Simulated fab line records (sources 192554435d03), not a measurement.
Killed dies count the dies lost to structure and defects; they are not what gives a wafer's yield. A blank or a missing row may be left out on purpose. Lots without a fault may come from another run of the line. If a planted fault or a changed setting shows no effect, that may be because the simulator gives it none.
Chamber matching :: flow n5_finfet :: N5_BEOL_M3_ALD_84 on ald_metal-03 has 4 sister chambers
The step deposits TaN, pulse time 2 s, purge time 3 s, co reactant purge time 2 s. 14 wafers are shown with their chamber, then 7 later ones without.

== EACH WAFER AND ITS CHAMBER ==
wafer: L076.3
chamber: 1
heater_power_w (W): 380

wafer: L076.4
chamber: 3
heater_power_w (W): 348

wafer: L076.6
chamber: 3
heater_power_w (W): 348

wafer: L081.2
chamber: 3
heater_power_w (W): 346

wafer: L081.4
chamber: 0
heater_power_w (W): 423

wafer: L081.6
chamber: 0
heater_power_w (W): 417

wafer: L084.3
chamber: 0
heater_power_w (W): 428

wafer: L084.5
chamber: 0
heater_power_w (W): 423

wafer: L084.6
chamber: 1
heater_power_w (W): 375

wafer: L086.1
chamber: 0
heater_power_w (W): 436

wafer: L086.3
chamber: 1
heater_power_w (W): 369

wafer: L086.5
chamber: 3
heater_power_w (W): 354

wafer: L087.3
chamber: 0
heater_power_w (W): 445

wafer: L087.4
chamber: 2
heater_power_w (W): 504

SIGNATURES (averages over the wafers above)
reading: heater_power_w
chamber 0: 428.67
chamber 1: 374.67
chamber 2: 504.00
chamber 3: 349.00
scatter within a chamber: 7.86
Rule: for each reading, subtract the chamber's mean from the wafer's reading, divide by that reading's scatter and square the result; add these up over the readings and take the root, which gives the wafer's distance from the chamber. The wafer belongs to the nearest chamber; if the next one is less than 2 further off, it can't be placed. The scatter: the root of (the sum of the squares of (reading less its chamber's mean) over the shown wafers, divided by (wafers less chambers)).

== WAFERS WHOSE CHAMBER IS MISSING ==
wafer: L087.6
heater_power_w (W): 347

wafer: L091.1
heater_power_w (W): 348

wafer: L091.2
heater_power_w (W): 430

wafer: L091.3
heater_power_w (W): 504

wafer: L092.3
heater_power_w (W): 363

wafer: L092.5
heater_power_w (W): 348

wafer: L092.6
heater_power_w (W): 516

== THE CHAMBER EACH PASSED THROUGH ==
wafer: L087.6
from the rows above: 3
in truth: 3

wafer: L091.1
from the rows above: 3
in truth: 3

wafer: L091.2
from the rows above: 0
in truth: 0

wafer: L091.3
from the rows above: 2
in truth: 2

wafer: L092.3
from the rows above: can't be placed: 1 or 3
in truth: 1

wafer: L092.5
from the rows above: 3
in truth: 3

wafer: L092.6
from the rows above: 2
in truth: 2
Placed correctly: 6 of 7. These rows do not allow placing 1 (true chamber among the candidates in 1). Wrongly placed: 0.
